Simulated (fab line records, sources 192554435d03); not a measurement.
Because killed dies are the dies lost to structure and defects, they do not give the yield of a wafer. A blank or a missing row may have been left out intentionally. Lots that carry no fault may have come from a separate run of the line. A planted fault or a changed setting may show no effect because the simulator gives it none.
Split-lot trial || flow n5_finfet || 39 wafers read from 7 lots, route of 1938 steps

## SPLIT DETAILS
At N5_SPACER0_ALD_08 (deposits SiNx, target thk 2 nm), the setting target_thk_a was moved away from the recipe's 20 angstrom on 9 of the 39 wafers read, by +32.1% to +46.5%. All remaining wafers had this setting at the recipe value.

## FROM THE SPLIT TO THE READING: what the file shows between them, 11 steps
- N5_SD_EPI_N_COAT_32: time 60 s, resist thk 350 nm
- N5_SD_EPI_N_SD_RECESS_17: chemistry HBr/Cl2/O2, target depth 41 nm, time 23.7 s, bt time 3 s
- N5_SD_EPI_N_STRIP_38: strips in N2/H2
- N5_SD_EPI_N_WET_ETCH_43: etches SiO2 in dHF, time 14 s, target depth 1.5 nm
- N5_SD_EPI_N_STRIP_18: strips in SPM, time 750 s
- N5_SD_EPI_N_SRD_20: time 30 s
- N5_SD_EPI_N_PRECLEAN_48: cleans in NF3:NH3, afs cycles 2, time 20 s, sublimation time 60 s
- N5_SD_EPI_N_VAPOR_ETCH_50: etches Si in HCl, time 54 s
- N5_SD_EPI_N_EPI_21: deposits Si:P, time 690 s
- N5_SD_EPI_N_PRECLEAN_24: cleans in O3/DIW, time 60 s
- N5_SD_EPI_N_SRD_25: time 30 s

## THE READING
SiNx_of_SPACER0_ALD_08.thk_nm (the simulator's own value, which no gauge read), in nm, at N5_SD_EPI_N_PRECLEAN_49 (cleans in NF3:NH3, afs cycles 1, time 20 s, sublimation time 60 s). The file does not state a usual value for it. The 30 wafers here that ran the recipe average 1.1 nm, standard deviation 0.092 nm.

{"wafer": "L074.1", "tool, chamber at the split": "ald_sin-02, 2,0,2", "target_thk_a as run, angstrom": 20, "against the recipe": "recipe", "SiNx_of_SPACER0_ALD_08.thk_nm, nm": 1, "against lot-mates on the recipe": "-"}
{"wafer": "L074.3", "tool, chamber at the split": "ald_sin-02, 2,0,2", "target_thk_a as run, angstrom": 20, "against the recipe": "recipe", "SiNx_of_SPACER0_ALD_08.thk_nm, nm": 1, "against lot-mates on the recipe": "-"}
{"wafer": "L074.5", "tool, chamber at the split": "ald_sin-02, 2,0,2", "target_thk_a as run, angstrom": 20, "against the recipe": "recipe", "SiNx_of_SPACER0_ALD_08.thk_nm, nm": 1, "against lot-mates on the recipe": "-"}
{"wafer": "L074.2", "tool, chamber at the split": "ald_sin-02, 3,1,1", "target_thk_a as run, angstrom": 26.43, "against the recipe": "+32.1%", "SiNx_of_SPACER0_ALD_08.thk_nm, nm": 1.8, "against lot-mates on the recipe": "+0.8"}
{"wafer": "L074.4", "tool, chamber at the split": "ald_sin-02, 3,1,1", "target_thk_a as run, angstrom": 26.43, "against the recipe": "+32.1%", "SiNx_of_SPACER0_ALD_08.thk_nm, nm": 1.8, "against lot-mates on the recipe": "+0.8"}
{"wafer": "L074.6", "tool, chamber at the split": "ald_sin-02, 3,1,1", "target_thk_a as run, angstrom": 26.43, "against the recipe": "+32.1%", "SiNx_of_SPACER0_ALD_08.thk_nm, nm": 1.8, "against lot-mates on the recipe": "+0.8"}
{"wafer": "L082.1", "tool, chamber at the split": "ald_sin-01, 0,1,3", "target_thk_a as run, angstrom": 29.3, "against the recipe": "+46.5%", "SiNx_of_SPACER0_ALD_08.thk_nm, nm": 2, "against lot-mates on the recipe": "+0.8"}
{"wafer": "L082.3", "tool, chamber at the split": "ald_sin-01, 0,1,3", "target_thk_a as run, angstrom": 29.3, "against the recipe": "+46.5%", "SiNx_of_SPACER0_ALD_08.thk_nm, nm": 2, "against lot-mates on the recipe": "+0.8"}
{"wafer": "L082.4", "tool, chamber at the split": "ald_sin-01, 0,1,3", "target_thk_a as run, angstrom": 29.3, "against the recipe": "+46.5%", "SiNx_of_SPACER0_ALD_08.thk_nm, nm": 2, "against lot-mates on the recipe": "+0.8"}
{"wafer": "L082.2", "tool, chamber at the split": "ald_sin-01, 2,2,1", "target_thk_a as run, angstrom": 20, "against the recipe": "recipe", "SiNx_of_SPACER0_ALD_08.thk_nm, nm": 1.2, "against lot-mates on the recipe": "-"}
{"wafer": "L082.5", "tool, chamber at the split": "ald_sin-01, 2,2,1", "target_thk_a as run, angstrom": 20, "against the recipe": "recipe", "SiNx_of_SPACER0_ALD_08.thk_nm, nm": 1.2, "against lot-mates on the recipe": "-"}
{"wafer": "L082.6", "tool, chamber at the split": "ald_sin-01, 2,2,1", "target_thk_a as run, angstrom": 20, "against the recipe": "recipe", "SiNx_of_SPACER0_ALD_08.thk_nm, nm": 1.2, "against lot-mates on the recipe": "-"}
{"wafer": "L083.1", "tool, chamber at the split": "ald_sin-01, 2,0,1,0,1,2", "target_thk_a as run, angstrom": 20, "against the recipe": "recipe", "SiNx_of_SPACER0_ALD_08.thk_nm, nm": 1.2, "against lot-mates on the recipe": "-"}
{"wafer": "L083.2", "tool, chamber at the split": "ald_sin-01, 2,0,1,0,1,2", "target_thk_a as run, angstrom": 20, "against the recipe": "recipe", "SiNx_of_SPACER0_ALD_08.thk_nm, nm": 1.2, "against lot-mates on the recipe": "-"}
{"wafer": "L083.3", "tool, chamber at the split": "ald_sin-01, 2,0,1,0,1,2", "target_thk_a as run, angstrom": 20, "against the recipe": "recipe", "SiNx_of_SPACER0_ALD_08.thk_nm, nm": 1.2, "against lot-mates on the recipe": "-"}
{"wafer": "L083.4", "tool, chamber at the split": "ald_sin-01, 2,0,1,0,1,2", "target_thk_a as run, angstrom": 20, "against the recipe": "recipe", "SiNx_of_SPACER0_ALD_08.thk_nm, nm": 1.2, "against lot-mates on the recipe": "-"}
{"wafer": "L083.6", "tool, chamber at the split": "ald_sin-01, 2,0,1,0,1,2", "target_thk_a as run, angstrom": 20, "against the recipe": "recipe", "SiNx_of_SPACER0_ALD_08.thk_nm, nm": 1.2, "against lot-mates on the recipe": "-"}
{"wafer": "L083.5", "tool, chamber at the split": "ald_sin-01, 2,0,1,0,1,2", "target_thk_a as run, angstrom": 20, "against the recipe": "recipe", "SiNx_of_SPACER0_ALD_08.thk_nm, nm": 1, "against lot-mates on the recipe": "-"}
{"wafer": "L085.1", "tool, chamber at the split": "ald_sin-02, 1,2,0", "target_thk_a as run, angstrom": 20, "against the recipe": "recipe", "SiNx_of_SPACER0_ALD_08.thk_nm, nm": 1, "against lot-mates on the recipe": "-"}
{"wafer": "L085.3", "tool, chamber at the split": "ald_sin-02, 1,2,0", "target_thk_a as run, angstrom": 20, "against the recipe": "recipe", "SiNx_of_SPACER0_ALD_08.thk_nm, nm": 1, "against lot-mates on the recipe": "-"}
{"wafer": "L085.6", "tool, chamber at the split": "ald_sin-02, 1,2,0", "target_thk_a as run, angstrom": 20, "against the recipe": "recipe", "SiNx_of_SPACER0_ALD_08.thk_nm, nm": 1, "against lot-mates on the recipe": "-"}
{"wafer": "L089.1", "tool, chamber at the split": "ald_sin-02, 3,1,2,0,2,3", "target_thk_a as run, angstrom": 20, "against the recipe": "recipe", "SiNx_of_SPACER0_ALD_08.thk_nm, nm": 1, "against lot-mates on the recipe": "-"}
{"wafer": "L089.2", "tool, chamber at the split": "ald_sin-02, 3,1,2,0,2,3", "target_thk_a as run, angstrom": 20, "against the recipe": "recipe", "SiNx_of_SPACER0_ALD_08.thk_nm, nm": 1, "against lot-mates on the recipe": "-"}
{"wafer": "L089.3", "tool, chamber at the split": "ald_sin-02, 3,1,2,0,2,3", "target_thk_a as run, angstrom": 20, "against the recipe": "recipe", "SiNx_of_SPACER0_ALD_08.thk_nm, nm": 1, "against lot-mates on the recipe": "-"}
{"wafer": "L089.4", "tool, chamber at the split": "ald_sin-02, 3,1,2,0,2,3", "target_thk_a as run, angstrom": 20, "against the recipe": "recipe", "SiNx_of_SPACER0_ALD_08.thk_nm, nm": 1, "against lot-mates on the recipe": "-"}
{"wafer": "L089.5", "tool, chamber at the split": "ald_sin-02, 3,1,2,0,2,3", "target_thk_a as run, angstrom": 20, "against the recipe": "recipe", "SiNx_of_SPACER0_ALD_08.thk_nm, nm": 1, "against lot-mates on the recipe": "-"}
{"wafer": "L089.6", "tool, chamber at the split": "ald_sin-02, 3,1,2,0,2,3", "target_thk_a as run, angstrom": 20, "against the recipe": "recipe", "SiNx_of_SPACER0_ALD_08.thk_nm, nm": 1, "against lot-mates on the recipe": "-"}
{"wafer": "L093.1", "tool, chamber at the split": "ald_sin-02, 0,1,1", "target_thk_a as run, angstrom": 27.77, "against the recipe": "+38.9%", "SiNx_of_SPACER0_ALD_08.thk_nm, nm": 1.8, "against lot-mates on the recipe": "+0.8"}
{"wafer": "L093.2", "tool, chamber at the split": "ald_sin-02, 0,1,1", "target_thk_a as run, angstrom": 27.77, "against the recipe": "+38.9%", "SiNx_of_SPACER0_ALD_08.thk_nm, nm": 1.8, "against lot-mates on the recipe": "+0.8"}
{"wafer": "L093.5", "tool, chamber at the split": "ald_sin-02, 0,1,1", "target_thk_a as run, angstrom": 27.77, "against the recipe": "+38.9%", "SiNx_of_SPACER0_ALD_08.thk_nm, nm": 1.8, "against lot-mates on the recipe": "+0.8"}
{"wafer": "L093.3", "tool, chamber at the split": "ald_sin-02, 2,2,0", "target_thk_a as run, angstrom": 20, "against the recipe": "recipe", "SiNx_of_SPACER0_ALD_08.thk_nm, nm": 1, "against lot-mates on the recipe": "-"}
{"wafer": "L093.4", "tool, chamber at the split": "ald_sin-02, 2,2,0", "target_thk_a as run, angstrom": 20, "against the recipe": "recipe", "SiNx_of_SPACER0_ALD_08.thk_nm, nm": 1, "against lot-mates on the recipe": "-"}
{"wafer": "L093.6", "tool, chamber at the split": "ald_sin-02, 2,2,0", "target_thk_a as run, angstrom": 20, "against the recipe": "recipe", "SiNx_of_SPACER0_ALD_08.thk_nm, nm": 1, "against lot-mates on the recipe": "-"}
{"wafer": "L094.1", "tool, chamber at the split": "ald_sin-01, 0,3,1,2,2,1", "target_thk_a as run, angstrom": 20, "against the recipe": "recipe", "SiNx_of_SPACER0_ALD_08.thk_nm, nm": 1, "against lot-mates on the recipe": "-"}
{"wafer": "L094.3", "tool, chamber at the split": "ald_sin-01, 0,3,1,2,2,1", "target_thk_a as run, angstrom": 20, "against the recipe": "recipe", "SiNx_of_SPACER0_ALD_08.thk_nm, nm": 1, "against lot-mates on the recipe": "-"}
{"wafer": "L094.4", "tool, chamber at the split": "ald_sin-01, 0,3,1,2,2,1", "target_thk_a as run, angstrom": 20, "against the recipe": "recipe", "SiNx_of_SPACER0_ALD_08.thk_nm, nm": 1, "against lot-mates on the recipe": "-"}
{"wafer": "L094.5", "tool, chamber at the split": "ald_sin-01, 0,3,1,2,2,1", "target_thk_a as run, angstrom": 20, "against the recipe": "recipe", "SiNx_of_SPACER0_ALD_08.thk_nm, nm": 1, "against lot-mates on the recipe": "-"}
{"wafer": "L094.6", "tool, chamber at the split": "ald_sin-01, 0,3,1,2,2,1", "target_thk_a as run, angstrom": 20, "against the recipe": "recipe", "SiNx_of_SPACER0_ALD_08.thk_nm, nm": 1, "against lot-mates on the recipe": "-"}
{"wafer": "L094.2", "tool, chamber at the split": "ald_sin-01, 0,3,1,2,2,1", "target_thk_a as run, angstrom": 20, "against the recipe": "recipe", "SiNx_of_SPACER0_ALD_08.thk_nm, nm": 1.2, "against lot-mates on the recipe": "-"}
Rows listing several chambers each stand for several wafers; the file does not say which wafer went through which chamber.

FIT RESULTS
A straight line over all 39 wafers: SiNx_of_SPACER0_ALD_08.thk_nm changes by +0.0204 nm for each +1% of target_thk_a; r = +0.97; the points scatter about the line by 0.087 nm.
The same after taking each lot's own level away (the mean of its wafers on the recipe; 39 wafers): +0.0198 nm for each +1%; r = +0.98; scatter 0.072 nm.
That fit puts the effect of the largest move of target_thk_a on the reading at 0.92 nm.
From 1.00 to 1.20 nm: that is the span of the lots' own levels, equal to 2.2 times the standard deviation above.
So the lot-to-lot level changes the slope little: the two slopes agree.
Check: with one of the wafers moved furthest among these (+46.5%) left out of the fit, the line predicts +0.951 nm for it against its lot-mates. Against them it came out at +0.8 nm.

## FURTHER SPLITS ON THESE WAFERS
These wafers also went through other splits before the reading. Each is held against what the fit with the lots' levels taken away leaves over:
{"other split on the same wafers": "N5_FIN_SAQP_HM_DEP_72 time_s", "wafers away from the commonest value": 15, "r with SiNx_of_SPACER0_ALD_08.thk_nm (lot level and that fit taken away)": -0.13}

## THE WHOLE CHAIN: every reading that the file lists as answering this split, in the file's order
{"step": "N5_SPACER0_ALD_08", "what it does": "deposits SiNx, target thk 2 nm", "reading": "SiNx_of_SPACER0_ALD_08.thk_nm (the simulator's own value, which no gauge read)", "change (the file's fit)": "+0.0206 nm for each +1% of the setting", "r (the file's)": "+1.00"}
{"step": "N5_SD_EPI_N_WET_ETCH_43", "what it does": "etches SiO2 in dHF, time 14 s, target depth 1.5 nm", "reading": "SiNx_of_SPACER0_ALD_08.thk_nm (the simulator's own value, which no gauge read)", "change (the file's fit)": "+0.017 nm for each +1% of the setting", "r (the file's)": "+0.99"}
{"step": "N5_SD_EPI_N_PRECLEAN_48", "what it does": "cleans in NF3:NH3, afs cycles 2, time 20 s, sublimation time 60 s", "reading": "SiNx_of_SPACER0_ALD_08.thk_nm (the simulator's own value, which no gauge read)", "change (the file's fit)": "+0.0191 nm for each +1% of the setting", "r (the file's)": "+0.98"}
{"step": "N5_SD_EPI_N_PRECLEAN_49", "what it does": "cleans in NF3:NH3, afs cycles 1, time 20 s, sublimation time 60 s", "reading": "SiNx_of_SPACER0_ALD_08.thk_nm (the simulator's own value, which no gauge read)", "change (the file's fit)": "+0.02 nm for each +1% of the setting", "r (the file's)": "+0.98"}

## THE FILE'S OWN FIT
SiNx_of_SPACER0_ALD_08.thk_nm changes by +0.02 nm for each +1% of target_thk_a, r = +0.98.
